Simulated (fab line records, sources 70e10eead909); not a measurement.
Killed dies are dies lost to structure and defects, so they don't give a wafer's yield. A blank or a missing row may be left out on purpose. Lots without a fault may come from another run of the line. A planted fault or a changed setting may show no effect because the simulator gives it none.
A struck lot beside a sound one | flow nand_harc | 43 steps out of a route of 1302
Sound: wafers L538.1, L538.3, L538.5. Struck: wafers L550.2, L550.3, L550.5. The cause comes at the end.
At each step with rows: each side's tool, then ch and its chambers, then its first start. Under that, the readings that differ: sound wafers | struck wafers | difference of the means | sigmas: that difference in standard deviations of wafers without a fault.
alike: readings whose means differ by less than 2 such deviations, and words and numbers that are the same on both sides. not compared: withheld readings, readings that some wafer has no value for, bounds like >300 that may hide the same value, and numbers for which the record gives no deviation and whose values overlap.
The two part at a step that has a row with sigmas, a row that says differs or no value, or rows on one side only. Numbers that don't overlap but have no deviation are shown without sigmas and don't part them. A reading that every wafer of one side lacks parts them only if that side has two wafers or more.

first, 7 steps without rows for these wafers: NHARC_A_CONTACT_COAT_62 (time 65 s); NHARC_A_CONTACT_COAT_63 (resist thk 90 nm); NHARC_A_CONTACT_SOFTBAKE_64 (time 55 s); NHARC_A_CONTACT_EBR_65; NHARC_A_CONTACT_EXPOSE_66 (exposes mask A CC 2); NHARC_A_CONTACT_PEB_67 (peb time 65 s); NHARC_A_CONTACT_DEVELOP_68 (develop time 35 s).
NHARC_A_CONTACT_CD_MEAS_69: target cd 300 nm.
  sound on cd_sem-03 ch 0, day 23 00:04; struck on cd_sem-01 ch 0, day 27 15:46
  reading    | sound             | struck            | difference | sigmas
  cd_nm (nm) | 299.9 299.7 299.6 | 300.4 301.0 300.4 | +0.9       | +2
NHARC_A_CONTACT_OVL_MEAS_70:
  sound on overlay-01, day 23 00:10; struck on overlay-02, day 27 15:52
  alike: overlay_x_nm, overlay_y_nm
NHARC_A_CONTACT_INSPECT_71:
  sound on defect_inspect-02, day 23 00:11; struck on defect_inspect-02, day 27 15:54
  alike: raw_defect_count
then, 2 steps without rows for these wafers: NHARC_A_CONTACT_DESCUM_74 (chemistry O2, time 3 s); NHARC_A_CONTACT_ETCH_75 (etches the open film in CF4, target depth 39 nm, time 65 s).
NHARC_A_CONTACT_ETCH_76: etches the open film in N2/H2, target depth 260 nm, time 475.3 s.
  sound on rie_diel-08 ch 1,2,3, day 23 00:30; struck on rie_diel-08 ch 1,2,3, day 27 16:10
  alike: drypump_motor_current_A, oes_product_au, rf_vpp_V, showerhead_plenum_p_Torr, throttle_valve_pct
  not compared: rf_hours_counter_h
then, 4 steps without rows for these wafers: NHARC_A_CONTACT_ETCH_77 (etches the open film in CF4/CHF3, target depth 108.9 nm, time 54.5 s); NHARC_A_CONTACT_ETCH_78 (etches the open film in O2/COS, target depth 5300 nm, time 1378 s); NHARC_A_CONTACT_ETCH_124 (etches the open film in C4F8/O2/Ar, time 140 s, target depth 700 nm); NHARC_A_CONTACT_ETCH_125 (etches the open film in C4F8/O2/Ar, time 197 s, target depth 1918 nm).
NHARC_A_CONTACT_ETCH_126: etches the open film in C4F8/O2/Ar, time 197 s, target depth 1918 nm.
  sound on har_cap_etch-01 ch 0,1, day 23 02:10; struck on har_cap_etch-01 ch 0,1, day 27 17:53
  not compared: rf_hours_counter_h
then, 1 step without rows for these wafers: NHARC_A_CONTACT_ETCH_127 (etches the open film in C4F8/O2/Ar, time 197 s, target depth 1918 nm).
NHARC_A_CONTACT_ETCH_128: etches the open film in C4F8/O2/Ar, time 197 s, target depth 1918 nm.
  sound on har_cap_etch-01 ch 0,1, day 23 02:31; struck on har_cap_etch-01 ch 0,1, day 27 18:15
  not compared: rf_hours_counter_h
then, 2 steps without rows for these wafers: NHARC_A_CONTACT_ETCH_129 (etches the open film in C4F8/O2/Ar, time 197 s, target depth 1918 nm); NHARC_A_CONTACT_ETCH_130 (etches the open film in C4F8/O2/Ar, time 197 s, target depth 1918 nm).
NHARC_A_CONTACT_ETCH_131: etches the open film in C4F8/O2/Ar, time 197 s, target depth 1918 nm.
  sound on har_cap_etch-01 ch 0,1, day 23 03:03; struck on har_cap_etch-01 ch 0,1, day 27 18:47
  not compared: rf_hours_counter_h
then, 4 steps without rows for these wafers: NHARC_A_CONTACT_ETCH_132 (etches the open film in C4F8/O2/Ar, time 197 s, target depth 1924 nm); NHARC_A_CONTACT_ETCH_133 (etches the open film in C4F8/O2/Ar, time 374 s, target depth 1610 nm); NHARC_A_CONTACT_ETCH_91 (etches the open film in CH3F/O2, target depth 40 nm, time 85.7 s); NHARC_A_CONTACT_ETCH_97 (etches the open film in C4F6/O2, target depth 20 nm, time 10 s).
NHARC_A_CONTACT_CD_MEAS_80:
  sound on cd_sem-03, day 23 04:25; struck on cd_sem-02, day 27 20:07
  reading    | sound             | struck            | difference | sigmas
  cd_nm (nm) | 289.8 290.1 290.3 | 287.1 287.4 287.2 | -2.8       | -3
then, 3 steps without rows for these wafers: NHARC_A_CONTACT_STRIP_103 (strips in N2/H2); NHARC_A_CONTACT_STRIP_104 (strips in CF4/CHF3); NHARC_A_CONTACT_STRIP_105 (strips in O2/COS).
NHARC_A_CONTACT_ETCH_106: etches the open film in CF4/O2, target depth 90 nm, overetch 9 nm, time 49.5 s.
  sound on rie_diel-12 ch 0,1,2, day 23 04:45; struck on rie_diel-08 ch 0,1,3, day 27 20:29
  alike: drypump_motor_current_A, oes_ar_750_au, oes_product_au, rf_vpp_V, showerhead_plenum_p_Torr, throttle_valve_pct
  not compared: rf_hours_counter_h
NHARC_A_CONTACT_STRIP_82: strips in O2.
  sound on rie_diel-12 ch 0,2; struck on rie_diel-08 ch 0,1,2
  alike: drypump_motor_current_A, oes_product_au, rf_vpp_V, showerhead_plenum_p_Torr, throttle_valve_pct
  not compared: rf_hours_counter_h
then, 9 steps without rows for these wafers: NHARC_A_CONTACT_STRIP_83 (strips in post etch residue remover, time 600 s); NHARC_A_CONTACT_DEP_84 (deposits aC, target thk 2800 nm); NHARC_A_CONTACT_DEP_85 (deposits SiON, target thk 60 nm); NHARC_A_CONTACT_DEHYDRATE_00 (time 120 s); NHARC_A_CONTACT_HMDS_01 (time 30 s); NHARC_A_CONTACT_COAT_86 (time 75 s); NHARC_A_CONTACT_COAT_87 (time 65 s); NHARC_A_CONTACT_COAT_02 (resist thk 90 nm); NHARC_A_CONTACT_SOFTBAKE_03 (time 55 s).
-- the record jumps here: 3 days lie between the struck wafers' starts before and after (it left off in module A_CONTACT and takes up again in module END, whose first step shown is number 1302 of the route) --
NHARC_END_SORT_01:
  the record has rows for the struck wafers here (prober-02 ch 0, day 30 08:56) and none for the sound ones

WHERE THEY PART
First at NHARC_A_CONTACT_CD_MEAS_69; last, within this record, at NHARC_END_SORT_01.

WHY: what the simulator had put in
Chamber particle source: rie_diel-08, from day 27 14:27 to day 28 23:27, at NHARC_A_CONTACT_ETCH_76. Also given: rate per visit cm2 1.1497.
